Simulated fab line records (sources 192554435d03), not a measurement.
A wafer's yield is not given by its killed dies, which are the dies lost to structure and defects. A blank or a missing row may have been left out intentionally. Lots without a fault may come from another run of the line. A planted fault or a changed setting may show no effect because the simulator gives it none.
Problem report in the 8D (eight disciplines) form, filled by code + flow n5_finfet + the parts of the form that need people (team, actions taken, sign-off) are left out

== 1. THE ISSUE ==
killed_at_front_end at N5_PASSIVATION_PROBE_49 reads a mean of 102 on 3 wafers of 2 lots; wafers without a fault read 36 with a standard deviation of 11. That puts it +6.0 standard deviations away from the usual mean.
First observed at day 16 18:46: wafer L734.1, on prober-02. Wafers with a number at this step in the record: 10, from 4 lots. The rule behind "out" and "out of limits": a value lying over 4 standard deviations away from the usual mean. The other wafers with a number count as sound.

== 2. WHAT IT IS; WHAT IT IS NOT ==
| question                    | is                     | is not                                                                                              |
|-----------------------------|------------------------|-----------------------------------------------------------------------------------------------------|
| which readings at this step | killed_at_front_end    | killed_at_M0_to_M3, killed_at_M4_up, killed_at_contacts, killed_at_other, killed_open, killed_short |
| which lots                  | L734, L737             | L718, L728                                                                                          |
| which wafers of those lots  | L734.1, L734.6, L737.5 | L734.2, L737.2, L737.6                                                                              |
| read on which tools         | prober-02              | prober-01                                                                                           |
| when                        | from day 16 18:46      | up to then (4 sound wafers); but 3 sound wafers of L734, L737 came after                            |

== 3. WHAT RULES OUT EACH SUSPECT ==
Counting: a tool at a process step up to the reading stays a suspect if it ran every lot that is out. Sound lots after the first of them don't rule it out here, since some wafers of a struck lot are sound.
- rie_metal-01 at N5_HKMG_FIN_ETCHBACK_68 (etches the open film in Cl2/Ar, stops on HfO2, target depth 0.5 nm): kept. It ran every lot that is out, first L734 (day 8 11:26); its last sound lot up to then is L728 (day 7 06:57).
- pecvd-03 at N5_PASSIVATION_PECVD_35 (deposits SiNx from SiH4/NH3/N2, target thk 700 nm, time 151.3 s): kept. It ran every lot that is out, first L734 (day 16 15:09).
- prober-02 at N5_PASSIVATION_PROBE_49: kept. It ran every lot that is out, first L734 (day 16 18:46); its last sound lot up to then is L718 (day 12 14:40). Its own killed_at_front_end readings are out on those wafers.
- The sound lot-mates ran in chamber 0 of rie_metal-01 at N5_HKMG_FIN_ETCHBACK_68, but the wafers that are out ran in chamber 1.
Left after counting: rie_metal-01 at N5_HKMG_FIN_ETCHBACK_68, pecvd-03 at N5_PASSIVATION_PECVD_35, prober-02 at N5_PASSIVATION_PROBE_49.

== 4. THE CAUSE (what the simulator had put in) ==
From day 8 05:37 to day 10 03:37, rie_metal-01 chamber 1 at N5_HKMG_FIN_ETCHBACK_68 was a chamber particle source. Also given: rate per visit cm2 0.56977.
3 suspects survive the count, and this tool is in that group.

== 5. THE CHAIN OF EFFECTS, in route order ==
Rows list readings where the struck wafers' mean (over those with a number) sits beyond 3 standard deviations from the usual. Scope: only readings with a usual standard deviation given in the record; hours: median across lots of the time from each lot's start at the first step in this table that gives one to its start at this step; sigmas: change in usual standard deviations.
| hours | step                    | reading              | usual  | on struck wafers | change | sigmas |
|-------|-------------------------|----------------------|--------|------------------|--------|--------|
| 0     | N5_PASSIVATION_PROBE_49 | defect_limited_yield | 91.7 % | 87.0             | -4.7   | -3.9   |
| 0     | N5_PASSIVATION_PROBE_49 | killed_at_front_end  | 36     | 102              | +66    | +6.0   |
| 0     | N5_PASSIVATION_PROBE_49 | killed_dies          | 97     | 154              | +57    | +4.0   |
| 0     | N5_PASSIVATION_PROBE_49 | killed_on_rim        | 13     | 28               | +15    | +3.9   |
| 0     | N5_PASSIVATION_PROBE_49 | sort_bin_5_function  | 4.8 %  | 7.9              | +3.1   | +3.8   |
| 0     | N5_PASSIVATION_PROBE_49 | sort_n_pass          | 1083   | 1026             | -57    | -4.1   |
| 0     | N5_PASSIVATION_PROBE_49 | sort_yield_pct       | 91.7 % | 86.9             | -4.8   | -4.0   |
Here are the process steps it includes:
- N5_PASSIVATION_PROBE_49

== 6. WHAT WOULD HAVE CAUGHT IT SOONER ==
First out-of-limits reading in this record: day 16 18:46, which is 205 hours after fault onset at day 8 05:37.
No tool reading at N5_HKMG_FIN_ETCHBACK_68 that has a usual standard deviation in the record was out on any struck wafer, so an alarm limit of 4 standard deviations on those readings would not have fired.
The start of N5_HKMG_FIN_ETCHBACK_68 on rie_metal-01 came by day 16 18:46 for every one of the lots that are out (2). None of them would have been spared by holding the tool at that moment.
